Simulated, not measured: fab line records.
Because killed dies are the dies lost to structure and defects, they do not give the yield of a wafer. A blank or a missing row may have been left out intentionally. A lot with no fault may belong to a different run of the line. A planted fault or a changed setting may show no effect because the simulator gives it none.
Matching of chambers	flow n5 finfet	N5_MOL_CONTACT_COAG_ETCH_47 on rie diel-03: 4 sister chambers
The step etches SiNx in CH3F/O2, stops on W, target depth 27 nm. 4 wafers are shown with their chamber, then 10 later ones without.

## WAFERS PAIRED WITH THEIR CHAMBERS
wafer	chamber	showerhead plenum p Torr (Torr)
L086.3	2	1.99
L086.4	0	1.88
L090.1	3	2.11
L090.3	1	2.04

## WAFERS WITH NO CHAMBER GIVEN
wafer	showerhead plenum p Torr (Torr)
L090.6	2.04
L092.2	1.88
L092.4	2.04
L092.6	1.88
L095.2	2.04
L095.5	2.10
L095.6	1.98
L096.1	1.98
L096.4	2.10
L096.5	2.04

## WHICH CHAMBER EACH ONE RAN IN
wafer	from the rows above	in truth
L090.6	1	1
L092.2	0	0
L092.4	1	1
L092.6	0	0
L095.2	1	1
L095.5	3	3
L095.6	2	2
L096.1	2	2
L096.4	3	3
L096.5	1	1
10 of 10 placed correctly. Number that these rows cannot place: 0. Placed wrongly: 0.
How it was worked out, from the rows above alone: a wafer's distance from a chamber is the root of the sum, over the readings, of the square of ((its reading less the chamber's mean) divided by the reading's scatter). If the next closest chamber is less than 2 further off than the closest, the wafer can't be placed; otherwise it belongs to the closest. Each chamber's mean is taken over the wafers shown for it. The scatter: root of mean squared gap, hidden wafer to nearest shown wafer, with one shown wafer a chamber.
